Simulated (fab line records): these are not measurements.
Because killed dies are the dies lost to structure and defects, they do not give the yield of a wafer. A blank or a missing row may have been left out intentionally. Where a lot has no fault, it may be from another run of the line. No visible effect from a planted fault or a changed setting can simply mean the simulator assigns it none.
Matching of chambers ; flow n5Finfet ; N5_BEOL_M5_VIA_ETCH_34 on rieDiel-01 has 4 sister chambers
The step etches SiCOH lowk in C4F6/O2, target depth 88.3 nm, time 39.2 s. 8 wafers are shown with their chamber, then 10 later ones without.

## EACH WAFER AND ITS CHAMBER
wafer;chamber;showerheadPlenumPTorr (Torr);throttleValvePct (%)
L087.2;0;2.90;20.54
L087.4;1;2.84;20.70
L087.6;2;2.90;20.70
L089.1;3;2.72;21.03
L089.4;2;2.89;20.71
L089.6;0;2.90;20.56
L090.2;3;2.72;21.04
L090.4;1;2.84;20.72

## WAFERS WHOSE CHAMBER IS MISSING
wafer;showerheadPlenumPTorr (Torr);throttleValvePct (%)
L090.6;2.89;20.72
L092.1;2.72;21.04
L092.3;2.89;20.74
L092.4;2.90;20.55
L095.2;2.72;21.04
L095.5;2.89;20.57
L095.6;2.84;20.74
L097.2;2.83;20.73
L097.5;2.89;20.57
L097.6;2.72;21.06

## WHICH CHAMBER EACH WENT THROUGH
wafer;from the rows above;in truth
L090.6;2;2
L092.1;3;3
L092.3;2;2
L092.4;0;0
L095.2;3;3
L095.5;0;0
L095.6;1;1
L097.2;1;1
L097.5;0;0
L097.6;3;3
Correct placement for 10 of the 10. Not placeable from these rows: 0. 0 placed wrongly.
How it was worked out, from the rows above alone: a wafer's distance from a chamber is the root of the sum, over the readings, of the square of ((its reading less the chamber's mean) divided by the reading's scatter). If the next closest chamber is less than 2 further off than the closest, the wafer can't be placed; otherwise it belongs to the closest. A chamber's mean is the mean of its shown wafers. The scatter: the root of (the sum of the squares of (reading less its chamber's mean) over the shown wafers, divided by (wafers less chambers)).
